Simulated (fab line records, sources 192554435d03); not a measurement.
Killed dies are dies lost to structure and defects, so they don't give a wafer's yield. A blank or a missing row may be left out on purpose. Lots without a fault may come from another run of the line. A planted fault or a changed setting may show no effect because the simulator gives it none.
Chamber matching | flow n5_finfet | N5_FIN_SAQP_STRIP_70 on rie_diel-01: 4 sister chambers
The step strips in N2/H2. 14 wafers are shown with their chamber, then 7 later ones without.

WAFERS WITH THEIR CHAMBER
wafer  | chamber | showerhead_plenum_p_Torr (Torr) | throttle_valve_pct (%) | drypump_motor_current_A (A)
L075.1 | 1       | 3.52                            | 19.7                   | 5.54
L075.3 | 1       | 3.52                            | 19.7                   | 5.54
L075.5 | 1       | 3.52                            | 19.7                   | 5.55
L077.1 | 0       | 3.34                            | 19.2                   | 5.72
L077.4 | 1       | 3.52                            | 19.7                   | 5.52
L077.5 | 0       | 3.34                            | 19.2                   | 5.74
L081.2 | 1       | 3.51                            | 19.7                   | 5.55
L081.3 | 2       | 3.25                            | 19.0                   | 5.84
L081.5 | 0       | 3.34                            | 19.2                   | 5.71
L082.2 | 3       | 3.19                            | 18.6                   | 5.53
L082.3 | 2       | 3.25                            | 19.0                   | 5.83
L082.4 | 1       | 3.51                            | 19.8                   | 5.54
L089.1 | 3       | 3.18                            | 18.6                   | 5.53
L089.2 | 1       | 3.50                            | 19.8                   | 5.54

SIGNATURES (means of the wafers above)
reading                  | chamber 0 | chamber 1 | chamber 2 | chamber 3 | scatter within a chamber
showerhead_plenum_p_Torr | 3.3400    | 3.5143    | 3.2500    | 3.1850    | 0.00649
throttle_valve_pct       | 19.200    | 19.729    | 19.000    | 18.600    | 0.0378
drypump_motor_current_A  | 5.7233    | 5.5400    | 5.8350    | 5.5300    | 0.0106
Rule: a wafer's distance from a chamber is the root of the sum, over the readings, of the square of ((its reading less the chamber's mean) divided by the reading's scatter). The wafer belongs to the nearest chamber; if the next one is less than 2 further off, it can't be placed. The scatter: the root of (the sum of the squares of (reading less its chamber's mean) over the shown wafers, divided by (wafers less chambers)).

WAFERS WITHOUT THEIR CHAMBER
wafer  | showerhead_plenum_p_Torr (Torr) | throttle_valve_pct (%) | drypump_motor_current_A (A)
L089.5 | 3.50                            | 19.8                   | 5.55
L096.2 | 3.32                            | 19.3                   | 5.71
L096.3 | 3.23                            | 19.1                   | 5.83
L096.5 | 3.17                            | 18.6                   | 5.51
L097.3 | 3.32                            | 19.3                   | 5.74
L097.5 | 3.17                            | 18.6                   | 5.52
L097.6 | 3.23                            | 19.1                   | 5.87

WHICH CHAMBER EACH WENT THROUGH
wafer  | from the rows above | in truth
L089.5 | 1                   | 1
L096.2 | 0                   | 0
L096.3 | 2                   | 2
L096.5 | 3                   | 3
L097.3 | 0                   | 0
L097.5 | 3                   | 3
L097.6 | 2                   | 2
Placed correctly: 7 of 7. Can't be placed from these rows: 0. Placed wrongly: 0.
